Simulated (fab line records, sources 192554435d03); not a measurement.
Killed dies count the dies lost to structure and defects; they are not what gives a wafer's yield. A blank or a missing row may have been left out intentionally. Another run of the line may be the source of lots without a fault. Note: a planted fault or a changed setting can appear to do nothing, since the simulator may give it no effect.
Comparing a struck lot with a sound one -- flow n5-finfet -- 15 steps out of a route of 1938
Sound: wafers L201.2, L201.3, L201.6. Wafers struck: L194.2, L194.3, L194.4. The cause is named last.
At each step with rows: each side's tool, then ch and its chambers, then its first start. Under that, the readings that differ: sound wafers -- struck wafers -- difference of the means -- sigmas: that difference in standard deviations of wafers without a fault.
alike: same words and numbers on both sides, and readings whose means sit less than 2 such deviations apart. not compared: any withheld reading, any reading some wafer has no value for, any bound like >300 that may hide the same value, and any number with overlapping values for which the record gives no deviation.
A row with sigmas, a row that says differs or no value, or rows on one side alone: a step with any of these is where the two part. Non-overlapping numbers with no deviation appear without sigmas and do not part them. A reading missing from all wafers of one side parts the sides only when that side holds two or more wafers.

first, 1 step without rows for these wafers: N5_BEOL_M13_HARDBAKE_14 (time 120 s).
N5_BEOL_M13_CD_MEAS_10: target cd 190 nm.
  sound on cd-sem-03 ch 0, day 17 04:49; struck on cd-sem-03 ch 0, day 14 08:14
  alike: cd-nm
N5_BEOL_M13_OVL_MEAS_11:
  sound on overlay-02 ch 0, day 17 04:51; struck on overlay-02 ch 0, day 14 08:16
  alike: V12_OVL
N5_BEOL_M13_INSPECT_12: inspects for defects (macro).
  sound: defect-inspect-01 at day 17 04:53; struck: defect-inspect-01 at day 14 08:18
  alike: raw-defect-count
N5_BEOL_M13_DESCUM_15: chemistry O2, time 7.9 s.
  sound on rie-diel-04 ch 1,2,3, day 17 04:55; struck on rie-diel-05 ch 0,1,3, day 14 08:20
  alike: drypump-motor-current-A, oes-product-au, rf-vpp-V, showerhead-plenum-p-Torr, throttle-valve-pct
  not compared: rf-hours-counter-h
N5_BEOL_M13_ETCH_59: etches BARC in N2/H2, target depth 89 nm, overetch 26.7 nm, time 67.9 s.
  sound on rie-diel-04 ch 1,2,3, day 17 04:57; struck on rie-diel-05 ch 0,1,3, day 14 08:22
  alike: bias-w, drypump-motor-current-A, oes-product-au, rf-vpp-V, showerhead-plenum-p-Torr, throttle-valve-pct
  not compared: rf-hours-counter-h
N5_BEOL_M13_VIA_ETCH_16: etches SiOC in C4F8/O2/Ar, target depth 921.7 nm.
  sound on rie-diel-04 ch 1,2,3, day 17 05:01; struck on rie-diel-05 ch 0,1,3, day 14 08:25
  alike: bias-w, drypump-motor-current-A, oes-product-au, rf-vpp-V, showerhead-plenum-p-Torr, throttle-valve-pct
N5_BEOL_M13_STRIP_63: strips in N2/H2.
  sound on plasma-asher-02 ch 1, day 17 05:14; struck on plasma-asher-01 ch 0,1, day 14 08:39
  alike: drypump-motor-current-A, heater-power-w, oes-product-au, strip-time-to-endpoint-s
  not compared: rf-hours-counter-h
N5_BEOL_M13_STRIP_64: strips in N2/H2.
  sound on plasma-asher-02 ch 1, day 17 05:18; struck on plasma-asher-01 ch 0,1, day 14 08:43
  alike: drypump-motor-current-A, heater-power-w, oes-product-au, strip-time-to-endpoint-s
  not compared: rf-hours-counter-h
then, 2 steps without rows for these wafers: N5_BEOL_M13_STRIP_71 (strips in post etch residue remover, time 60 s); N5_BEOL_M13_SRD_72 (time 30 s, dry time 30 s).
N5_BEOL_M13_CD_MEAS_17: target cd 190 nm.
  sound: cd-sem-01 at day 17 05:27; struck: cd-sem-02 at day 14 08:52
  alike: cd-nm
N5_BEOL_M13_COAT_65: time 60 s, resist thk 350 nm.
  sound on litho-track-03 ch 0, day 17 05:29; struck on litho-track-05 ch 0, day 14 08:54
reading,sound,struck,difference,sigmas
heater-power-total-W (W),500.7 503.1 501.9,508.7 509.1 510.7,+7.6,+4
plate-temp-C (C),249.95 249.55 249.76,253.97 253.75 253.62,+4.03,+22
then, 2 steps without rows for these wafers: N5_BEOL_M13_COAT_66 (time 60 s, resist thk 110 nm); N5_PASSIVATION_PROBE_49.

== WHERE THEY PART ==
Only at N5_BEOL_M13_COAT_65, as far as this record shows.

WHY: whatever the simulator had introduced
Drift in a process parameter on litho-track-05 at N5_BEOL_M13_COAT_65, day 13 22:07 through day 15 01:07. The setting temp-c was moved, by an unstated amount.
